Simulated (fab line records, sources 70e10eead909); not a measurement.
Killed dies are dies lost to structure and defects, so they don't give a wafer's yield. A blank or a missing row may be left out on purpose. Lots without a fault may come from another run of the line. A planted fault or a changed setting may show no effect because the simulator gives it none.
One fault seen from 2 desks | flow nand_harc | each desk has only its own numbers; what lay behind them comes last

THE TOOL OWNER'S DESK: rie_diel-04
The tool's own readings at NHARC_A_CONTACT_ETCH_30 (etches the open film in CF4/CHF3, target depth 72.6 nm, time 36.3 s): means of the sampled wafers that have a number, for each lot that ran on this tool. A lot is out of limits, marked OUT, if its mean lies more than 4 standard deviations from the usual mean; the brackets give that distance.
Columns: A = drypump_motor_current_A at NHARC_A_CONTACT_ETCH_30, usual 5.8 A; B = oes_product_au at NHARC_A_CONTACT_ETCH_30, usual 0.935 a.u.; C = rf_vpp_V at NHARC_A_CONTACT_ETCH_30, usual 369.6 V; D = run_length_s at NHARC_A_CONTACT_ETCH_30, usual 57.7 s; E = showerhead_plenum_p_Torr at NHARC_A_CONTACT_ETCH_30, usual 1.54 Torr; F = throttle_valve_pct at NHARC_A_CONTACT_ETCH_30, usual 16.801 %
lot  | first seen here | A   | B     | C     | D               | E    | F
L892 | day 27 01:33    | 5.8 | 0.958 | 369.4 | 55.6 (-4.6) OUT | 1.52 | 16.798
This desk's finding: out of limits on L892; first on L892, day 27 01:33 (run_length_s at NHARC_A_CONTACT_ETCH_30). In limits: none.

THE METROLOGY DESK
What the gauges read, lot by lot, whatever tool the lot ran on: means of the sampled wafers that have a number. A lot is out of limits, marked OUT, if its mean lies more than 4 standard deviations from the usual mean; the brackets give that distance.
Columns: A = overlay_x_nm at NHARC_A_CONTACT_OVL_MEAS_09, usual 0.0 nm; B = overlay_y_nm at NHARC_A_CONTACT_OVL_MEAS_09, usual 0.1 nm
lot  | first seen here | A    | B
L885 | day 24 08:40    | 1.1  | -0.5
L892 | day 27 00:46    | 0.0  | -0.2
L893 | day 27 16:13    | 0.8  | 1.7
L896 | day 28 06:19    | -0.2 | -0.1
L898 | day 29 17:55    | -0.2 | 0.1
L894 | day 29 21:12    | -1.7 | 0.5
L899 | day 30 04:28    | -0.0 | 0.2
L903 | day 30 20:05    | 0.7  | -0.6
L901 | day 30 23:03    | -0.7 | -0.7
L902 | day 31 04:38    | -1.4 | 0.9
L900 | day 31 14:20    | 0.7  | -1.5
L904 | day 31 18:02    | -0.1 | 0.1
This desk's finding: nothing out of limits on any of the 12 lots.

PUT TOGETHER
The tool owner's desk could have raised an alarm at day 27 01:33, on L892.
The metrology desk saw nothing out of limits.
The metrology desk has L892 on record, within its limits.
Of the lots named, all ran NHARC_A_CONTACT_ETCH_30 on rie_diel-04.

WHAT THE SIMULATOR HAD PUT IN
Process parameter drift: rie_diel-04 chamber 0, from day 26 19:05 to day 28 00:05, at NHARC_A_CONTACT_ETCH_30. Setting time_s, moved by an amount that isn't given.
Lots struck among those shown: L892.
Hours from the fault's start to each desk's first reading out of limits: the tool owner's desk, 6.
